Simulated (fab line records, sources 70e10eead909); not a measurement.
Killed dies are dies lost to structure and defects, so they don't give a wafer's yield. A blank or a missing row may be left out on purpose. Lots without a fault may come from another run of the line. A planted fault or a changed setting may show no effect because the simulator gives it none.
A struck lot beside a sound one | flow nand_harc | 13 steps out of a route of 1159
Sound: wafers L903.1, L903.3, L903.6. Struck: wafers L905.3, L905.4, L905.5. The cause comes at the end.
At each step with rows: each side's tool, then ch and its chambers, then its first start. Under that, the readings that differ: sound wafers | struck wafers | difference of the means | sigmas: that difference in standard deviations of wafers without a fault.
alike: readings whose means differ by less than 2 such deviations, and words and numbers that are the same on both sides. not compared: withheld readings, readings that some wafer has no value for, bounds like >300 that may hide the same value, and numbers for which the record gives no deviation and whose values overlap.
The two part at a step that has a row with sigmas, a row that says differs or no value, or rows on one side only. Numbers that don't overlap but have no deviation are shown without sigmas and don't part them. A reading that every wafer of one side lacks parts them only if that side has two wafers or more.

first, 1 step without rows for these wafers: NHARC_THIN_TSV_SRD_23.
NHARC_THIN_TSV_DEGAS_53: time 60 s.
  sound on pvd_sputter-02, day 19 16:44; struck on pvd_sputter-01, day 21 10:07
  alike: heater_power_w
NHARC_THIN_TSV_PRE_CLEAN_54: time 30 s.
  sound on pvd_sputter-02, day 19 16:49; struck on pvd_sputter-01, day 21 10:10
  alike: heater_power_w
then, 8 steps without rows for these wafers: NHARC_THIN_TSV_PVD_55 (deposits TiN, target thk 50 nm); NHARC_THIN_TSV_PVD_24 (deposits Al, target thk 800 nm); NHARC_THIN_TSV_DEHYDRATE_25 (time 120 s); NHARC_THIN_TSV_HMDS_26 (time 30 s); NHARC_THIN_TSV_COAT_27; NHARC_THIN_TSV_SOFTBAKE_28 (time 95 s); NHARC_THIN_TSV_EBR_29; NHARC_THIN_TSV_EXPOSE_30 (exposes mask PAD).
NHARC_THIN_TSV_PEB_31: peb time 85 s.
  sound on litho_track-03 ch 0, day 19 17:40; struck on litho_track-03, day 21 11:09
  no value came back on the struck wafers for chill_plate_temp_C (C), exhaust_pa (Pa); on the sound wafers chill_plate_temp_C (C) reads 23.15 23.05 23.13
then, 1 step without rows for these wafers: NHARC_THIN_TSV_DEVELOP_32 (time 70 s).

WHERE THEY PART
Only at NHARC_THIN_TSV_PEB_31, within this record.

WHY: what the simulator had put in
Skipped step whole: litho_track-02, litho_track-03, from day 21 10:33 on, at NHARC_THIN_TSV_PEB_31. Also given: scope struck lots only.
